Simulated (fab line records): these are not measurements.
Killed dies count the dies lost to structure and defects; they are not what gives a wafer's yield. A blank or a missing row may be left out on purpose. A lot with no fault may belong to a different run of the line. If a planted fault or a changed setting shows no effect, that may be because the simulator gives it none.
The same fault as seen by 2 desks -- flow nand_harc -- what lay behind the numbers comes last; until then each desk has only its own

== THE DEFECT DESK ==
Per lot, the means of the sampled wafers with a number show what the inspections along the route counted. Marked OUT: a lot whose mean sits more than 4 standard deviations from the usual mean, which makes it out of limits; the brackets give that distance.
Columns: A = raw_defect_count at NHARC_A_CHANNEL_FILL_D1_INSPECT_13, usual 295
lot,first seen here,A
L149,day 10 21:50,227
L150,day 11 06:11,486
L151,day 12 01:55,304
L153,day 12 20:14,321
L155,day 13 08:44,338
L157,day 14 03:52,249
L158,day 14 17:19,276
L159,day 15 04:07,259
L163,day 16 19:39,236
L166,day 17 23:58,248
L167,day 18 03:40,311
L168,day 18 13:56,463
L170,day 19 11:28,436
This desk's finding: nothing out of limits on any of the 13 lots.

== FROM THE METROLOGY DESK ==
What the gauges read, lot by lot, whatever tool the lot ran on: means of the sampled wafers that have a number. Marked OUT: a lot whose mean sits more than 4 standard deviations from the usual mean, which makes it out of limits; the brackets give that distance.
Columns: A = thk_nm at NHARC_A_ONON_D2_THK_MEAS_11, usual 1002 nm; B = thk_nm at NHARC_A_ONON_D2_THK_MEAS_18, usual 1002 nm
lot,first seen here,A,B
L149,day 12 14:04,1001,998
L150,day 12 19:42,1012,998
L151,day 13 15:19,1007,991
L153,day 14 13:19,998,996
L155,day 15 04:21,998,1000
L157,day 15 17:43,1455 (+57) OUT,-
L158,day 16 04:28,1008,1027
L159,day 16 20:07,1467 (+59) OUT,-
L163,day 18 12:09,1007,999
L166,day 19 11:38,1010,1017
L167,day 19 22:16,990,982
L168,day 20 14:36,1000,987
L170,day 21 03:41,1001,1011
This desk's verdict: out of limits on L157, L159, starting with L157 at day 15 17:43 (thk_nm at NHARC_A_ONON_D2_THK_MEAS_11). In limits: L149, L150, L151, L153, L155, L158, L163, L166, L167, L168, L170.

== PUT TOGETHER ==
The metrology desk could have raised an alarm at day 15 17:43, on L157, L159.
No out-of-limits result turned up at the defect desk.
The defect desk has L157, L159 on record, within its limits.
The lots listed all ran NHARC_A_ONON_D2_DEP_09 on pecvd_onon-02.

== WHAT HAD BEEN PUT IN BY THE SIMULATOR ==
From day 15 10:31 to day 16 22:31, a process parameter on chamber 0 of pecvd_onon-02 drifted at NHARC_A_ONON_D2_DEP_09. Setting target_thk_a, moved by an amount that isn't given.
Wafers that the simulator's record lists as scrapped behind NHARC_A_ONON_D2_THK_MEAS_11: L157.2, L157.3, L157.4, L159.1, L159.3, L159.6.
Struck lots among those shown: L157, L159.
Delay in hours, fault start to first out-of-limits reading, per desk: metrology desk 7.
